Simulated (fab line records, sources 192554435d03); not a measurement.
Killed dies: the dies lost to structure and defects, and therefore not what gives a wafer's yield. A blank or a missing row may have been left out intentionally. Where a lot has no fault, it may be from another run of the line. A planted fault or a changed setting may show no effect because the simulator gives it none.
What tool caused it?    flow n5_finfet    24 lots, 72 wafers sampled, at 6 steps of a route of 1938

## WHAT THE GAUGES READ, wafer by wafer
N5_HKMG_FIN_INSPECT_28: inspects for defects (darkfield).
lot   measured      on                 raw_defect_count
L074  day 4 11:02   defect_inspect-02  50 30 50
L075  day 4 21:05   defect_inspect-01  40 22 34
L076  day 5 03:34   defect_inspect-02  41 27 22
L078  day 5 07:58   defect_inspect-01  48 41 39
L077  day 5 12:47   defect_inspect-01  42 18 43
L079  day 5 17:07   defect_inspect-02  24 37 49
L080  day 5 20:52   defect_inspect-01  59 46 34
L081  day 6 05:16   defect_inspect-01  30 27 73
L082  day 6 14:40   defect_inspect-02  54 13 35
L083  day 6 19:37   defect_inspect-01  21 25 41
L084  day 7 07:55   defect_inspect-01  39 72 72
L085  day 7 13:46   defect_inspect-02  20 33 42
L086  day 7 16:49   defect_inspect-01  38 32 89
L087  day 7 19:55   defect_inspect-01  39 33 22
L088  day 8 02:39   defect_inspect-01  62 50 30
L089  day 8 06:40   defect_inspect-01  19 50 43
L090  day 8 10:31   defect_inspect-01  29 48 25
L092  day 8 17:53   defect_inspect-01  43 53 33
L091  day 8 21:41   defect_inspect-01  50 49 45
L093  day 9 06:01   defect_inspect-02  34 41 28
L094  day 9 13:08   defect_inspect-01  40 19 31
L095  day 9 13:31   defect_inspect-02  38 20 32
L096  day 9 23:23   defect_inspect-01  67 104 34
L097  day 10 04:56  defect_inspect-02  34 36 47

N5_GATE_CUT_INSPECT_15: inspects for defects (brightfield).
lot   measured      on                 raw_defect_count
L074  day 4 15:10   defect_inspect-02  116 94 68
L075  day 5 01:16   defect_inspect-01  167 135 162
L076  day 5 08:04   defect_inspect-02  102 106 146
L078  day 5 11:45   defect_inspect-01  124 162 89
L077  day 5 16:32   defect_inspect-02  181 136 106
L079  day 5 20:54   defect_inspect-02  116 137 162
L080  day 6 00:51   defect_inspect-02  205 127 183
L081  day 6 08:56   defect_inspect-02  185 177 214
L082  day 6 18:20   defect_inspect-01  91 109 73
L083  day 6 23:19   defect_inspect-02  166 108 210
L084  day 7 11:35   defect_inspect-01  68 204 136
L085  day 7 17:50   defect_inspect-02  161 197 113
L086  day 7 20:51   defect_inspect-01  132 212 99
L087  day 7 23:42   defect_inspect-01  127 144 139
L088  day 8 06:20   defect_inspect-02  128 285 125
L089  day 8 11:09   defect_inspect-01  91 146 107
L090  day 8 14:50   defect_inspect-02  140 152 170
L092  day 8 21:42   defect_inspect-02  173 240 109
L091  day 9 01:28   defect_inspect-02  79 106 109
L093  day 9 09:41   defect_inspect-01  122 115 144
L094  day 9 17:23   defect_inspect-02  169 98 106
L095  day 9 17:40   defect_inspect-01  224 157 211
L096  day 10 03:04  defect_inspect-01  95 182 144
L097  day 10 09:39  defect_inspect-01  110 128 153

## TOOL THAT RAN EACH LOT (tool first, then ch and the chambers of the sampled wafers, then the start)
lot   N5_HKMG_FIN_STRIP_19                  N5_HKMG_FIN_CMP_94             N5_GATE_CUT_ETCH_56                N5_GATE_CUT_HM_DEP_46
L074  plasma_asher-02 ch 1, day 4 06:59     cmp-02 ch 0,1, day 4 10:47     rie_metal-03 ch 0, day 4 11:20     pecvd-04 ch 1,2, day 4 14:37
L075  plasma_asher-01 ch 0,1, day 4 17:04   cmp-02 ch 0,1, day 4 20:52     rie_metal-01 ch 0,1, day 4 21:14   pecvd-02 ch 1,2, day 5 00:50
L076  plasma_asher-01 ch 0,1, day 4 23:45   cmp-02 ch 1,2,3, day 5 03:24   rie_metal-03 ch 0,1, day 5 03:46   pecvd-03 ch 1,2, day 5 07:31
L078  plasma_asher-02 ch 0,1, day 5 04:08   cmp-02 ch 0,1, day 5 07:46     rie_metal-01 ch 0,1, day 5 08:07   pecvd-03 ch 1,2, day 5 11:12
L077  plasma_asher-01 ch 0,1, day 5 08:53   cmp-03 ch 0,2,3, day 5 12:35   rie_metal-03 ch 0,1, day 5 12:58   pecvd-03 ch 1,2, day 5 16:07
L079  plasma_asher-02 ch 0,1, day 5 13:22   cmp-03 ch 1,2,3, day 5 16:55   rie_metal-02 ch 0,1, day 5 17:17   pecvd-02 ch 0,1,2, day 5 20:21
L080  plasma_asher-02 ch 0,1, day 5 17:05   cmp-03 ch 1,2, day 5 20:40     rie_metal-01 ch 0,1, day 5 21:01   pecvd-02 ch 0,1,2, day 6 00:25
L081  plasma_asher-02 ch 0,1, day 6 01:28   cmp-03 ch 0,2,3, day 6 05:05   rie_metal-01 ch 0,1, day 6 05:25   pecvd-02 ch 0,1,2, day 6 08:31
L082  plasma_asher-01 ch 0,1, day 6 10:48   cmp-02 ch 0,2,3, day 6 14:29   rie_metal-03 ch 0,1, day 6 14:49   pecvd-04 ch 1,2, day 6 17:54
L083  plasma_asher-02 ch 0,1, day 6 15:47   cmp-03 ch 0,1,2, day 6 19:22   rie_metal-03 ch 0,1, day 6 19:46   pecvd-02 ch 0,1,2, day 6 22:53
L084  plasma_asher-01 ch 0,1, day 7 04:02   cmp-03 ch 0,1,3, day 7 07:43   rie_metal-03 ch 1, day 7 08:04     pecvd-03 ch 0,2, day 7 11:10
L085  plasma_asher-01 ch 0,1, day 7 09:51   cmp-02 ch 0,1,2, day 7 13:35   rie_metal-01 ch 0, day 7 14:02     pecvd-02 ch 0,1,2, day 7 17:17
L086  plasma_asher-01 ch 0,1, day 7 13:08   cmp-03 ch 0,2,3, day 7 16:38   rie_metal-01 ch 0, day 7 17:10     pecvd-03 ch 0,1,2, day 7 20:26
L087  plasma_asher-01 ch 0,1, day 7 16:08   cmp-03 ch 0,1,3, day 7 19:41   rie_metal-02 ch 0,1, day 7 20:04   pecvd-03 ch 0,1, day 7 23:09
L088  plasma_asher-01 ch 0, day 7 22:23     cmp-03 ch 0,2,3, day 8 02:27   rie_metal-03 ch 1, day 8 02:49     pecvd-02 ch 0,1,2, day 8 05:54
L089  plasma_asher-01 ch 0,1, day 8 02:34   cmp-04 ch 1,3, day 8 06:26     rie_metal-01 ch 0, day 8 07:00     pecvd-03 ch 0,1,2, day 8 10:43
L090  plasma_asher-01 ch 0,1, day 8 06:28   cmp-04 ch 0,2,3, day 8 10:17   rie_metal-01 ch 0, day 8 10:47     pecvd-02 ch 0,1,2, day 8 14:16
L092  plasma_asher-01 ch 0,1, day 8 13:57   cmp-02 ch 1,2, day 8 17:40     rie_metal-02 ch 0, day 8 18:02     pecvd-04 ch 1,2, day 8 21:08
L091  plasma_asher-01 ch 0,1, day 8 17:54   cmp-02 ch 0,1,2, day 8 21:28   rie_metal-03 ch 0,1, day 8 21:50   pecvd-04 ch 0,1,2, day 9 01:02
L093  plasma_asher-01 ch 0,1, day 9 02:14   cmp-03 ch 1,2,3, day 9 05:50   rie_metal-02 ch 0, day 9 06:10     pecvd-02 ch 0,1, day 9 09:15
L094  plasma_asher-01 ch 0,1, day 9 09:17   cmp-03 ch 1,2, day 9 12:56     rie_metal-03 ch 0,1, day 9 13:17   pecvd-04 ch 0,1,2, day 9 16:50
L095  plasma_asher-02 ch 0,1, day 9 09:44   cmp-02 ch 0,2,3, day 9 13:17   rie_metal-02 ch 0,1, day 9 13:40   pecvd-02 ch 1,2, day 9 17:14
L096  plasma_asher-01 ch 0,1, day 9 19:40   cmp-04 ch 2,3, day 9 23:11     rie_metal-03 ch 0,1, day 9 23:34   pecvd-04 ch 0,1,2, day 10 02:39
L097  plasma_asher-02 ch 0,1, day 10 00:57  cmp-04 ch 0,1,2, day 10 04:42  rie_metal-02 ch 0,1, day 10 05:05  pecvd-04 ch 1,2, day 10 09:06
- N5_HKMG_FIN_STRIP_19: strips in N2/H2, time 360 s.
- N5_HKMG_FIN_CMP_94: polishes, stops on SiNx, t overpolish 4.7 s, target thk 43.299 nm.
- N5_GATE_CUT_ETCH_56: etches TiN in Cl2/Ar, target depth 21.6 nm.
- N5_GATE_CUT_HM_DEP_46: deposits SiO2 from TEOS/O2, target thk 130 nm, time 26.6 s.

## WHAT THE TOOLS THEMSELVES READ (means of the sampled wafers that have a number; where no wafer has one, the mark that the record gives instead)
N5_HKMG_FIN_STRIP_19.
lot   tool             drypump_motor_current_A (A)  heater_power_w (W)
L074  plasma_asher-02  5.4                          358
L075  plasma_asher-01  4.9                          496
L076  plasma_asher-01  4.9                          481
L078  plasma_asher-02  5.6                          451
L077  plasma_asher-01  4.9                          506
L079  plasma_asher-02  5.6                          449
L080  plasma_asher-02  5.5                          405
L081  plasma_asher-02  5.6                          454
L082  plasma_asher-01  4.9                          499
L083  plasma_asher-02  5.6                          457
L084  plasma_asher-01  4.9                          498
L085  plasma_asher-01  4.9                          494
L086  plasma_asher-01  4.9                          501
L087  plasma_asher-01  4.9                          488
L088  plasma_asher-01  4.9                          517
L089  plasma_asher-01  4.9                          480
L090  plasma_asher-01  4.9                          481
L092  plasma_asher-01  4.9                          507
L091  plasma_asher-01  4.9                          481
L093  plasma_asher-01  4.9                          486
L094  plasma_asher-01  4.9                          489
L095  plasma_asher-02  5.6                          451
L096  plasma_asher-01  4.9                          480
L097  plasma_asher-02  5.6                          453

N5_HKMG_FIN_CMP_94.
lot   tool    head_pressure_psi (psi)  motor_current_A (A)  pad_life_wafers
L074  cmp-02  3.997                    13.0                 1718
L075  cmp-02  4.002                    12.5                 1796
L076  cmp-02  3.997                    12.4                 1844
L078  cmp-02  4.001                    12.4                 1886
L077  cmp-03  4.001                    11.3                 1058
L079  cmp-03  4.002                    12.8                 1088
L080  cmp-03  4.006                    13.7                 1124
L081  cmp-03  3.997                    11.5                 1196
L082  cmp-02  4.005                    12.0                 2114
L083  cmp-03  3.997                    12.2                 1327
L084  cmp-03  4.003                    11.9                 1442
L085  cmp-02  4.006                    12.9                 20
L086  cmp-03  4.001                    11.4                 1520
L087  cmp-03  3.988                    12.1                 1543
L088  cmp-03  4.003                    11.5                 1598
L089  cmp-04  3.992                    12.5                 1591
L090  cmp-04  4.004                    11.9                 1621
L092  cmp-02  4.001                    13.5                 240
L091  cmp-02  3.999                    12.6                 278
L093  cmp-03  4.000                    12.4                 1838
L094  cmp-03  3.997                    13.1                 1903
L095  cmp-02  4.004                    11.8                 385
L096  cmp-04  3.992                    12.3                 1909
L097  cmp-04  3.997                    11.8                 1964

N5_GATE_CUT_ETCH_56.
lot   tool          drypump_motor_current_A (A)  oes_product_au (a.u.)  throttle_valve_pct (%)
L074  rie_metal-03  5.6                          0.98                   20.52
L075  rie_metal-01  5.2                          0.69                   20.84
L076  rie_metal-03  5.7                          0.84                   20.58
L078  rie_metal-01  5.3                          0.79                   20.69
L077  rie_metal-03  5.7                          0.90                   20.56
L079  rie_metal-02  5.7                          0.88                   20.59
L080  rie_metal-01  5.2                          0.68                   20.86
L081  rie_metal-01  5.1                          0.69                   20.85
L082  rie_metal-03  5.7                          0.89                   20.56
L083  rie_metal-03  5.6                          0.82                   20.59
L084  rie_metal-03  5.6                          0.75                   20.63
L085  rie_metal-01  5.0                          0.59                   21.00
L086  rie_metal-01  5.1                          0.59                   21.00
L087  rie_metal-02  5.7                          0.86                   20.61
L088  rie_metal-03  5.6                          0.75                   20.64
L089  rie_metal-01  5.0                          0.59                   21.01
L090  rie_metal-01  5.0                          0.59                   21.00
L092  rie_metal-02  6.1                          0.89                   20.74
L091  rie_metal-03  5.7                          0.81                   20.61
L093  rie_metal-02  6.1                          0.88                   20.73
L094  rie_metal-03  5.6                          0.85                   20.58
L095  rie_metal-02  5.9                          0.86                   20.67
L096  rie_metal-03  5.6                          0.85                   20.57
L097  rie_metal-02  5.7                          0.84                   20.60

N5_GATE_CUT_HM_DEP_46.
lot   tool      heater_power_w (W)  showerhead_plenum_p_Torr (Torr)  throttle_valve_pct (%)
L074  pecvd-04  568                 8.350                            19.0
L075  pecvd-02  510                 8.363                            17.3
L076  pecvd-03  604                 8.376                            17.7
L078  pecvd-03  583                 8.353                            17.7
L077  pecvd-03  620                 8.360                            16.9
L079  pecvd-02  525                 8.378                            17.7
L080  pecvd-02  477                 8.354                            17.7
L081  pecvd-02  571                 8.357                            17.8
L082  pecvd-04  609                 8.359                            19.1
L083  pecvd-02  539                 8.366                            17.9
L084  pecvd-03  630                 8.385                            17.3
L085  pecvd-02  537                 8.377                            17.8
L086  pecvd-03  634                 8.375                            17.7
L087  pecvd-03  731                 8.373                            18.3
L088  pecvd-02  505                 8.356                            17.9
L089  pecvd-03  682                 8.373                            17.7
L090  pecvd-02  544                 8.357                            17.8
L092  pecvd-04  625                 8.367                            19.2
L091  pecvd-04  518                 8.374                            19.5
L093  pecvd-02  474                 8.372                            18.2
L094  pecvd-04  580                 8.385                            19.5
L095  pecvd-02  576                 8.359                            17.4
L096  pecvd-04  538                 8.377                            19.5
L097  pecvd-04  567                 8.369                            19.3

## THE ANSWER, worked out from the rows above alone
Rule: the lots themselves supply what counts as usual. The widest of any qualifying gaps counts: lots, ordered by their means at a reading, are off when they make up no more than a third of the lots, leave a main group of 4 or more, and stand apart from it by 3 or more times the standard deviation of that group's means. A main group is skipped when, at the precision printed for the reading in the tables above, its means are all equal. A lot without any number at a reading at which 4 lots or more have one is off too. Where the step has rows for the other lots, those lots are counted as sound. Order of review: gauges by route order, followed by the tools' own readings, for which a lot's mean as printed above is used. The first step at which some lot is off is used, and at that step the reading that is off furthest; a lot without a number counts as furthest.
No lot is off at any reading shown: from this, nothing can be told.

## WHAT WAS PUT IN BY THE SIMULATOR
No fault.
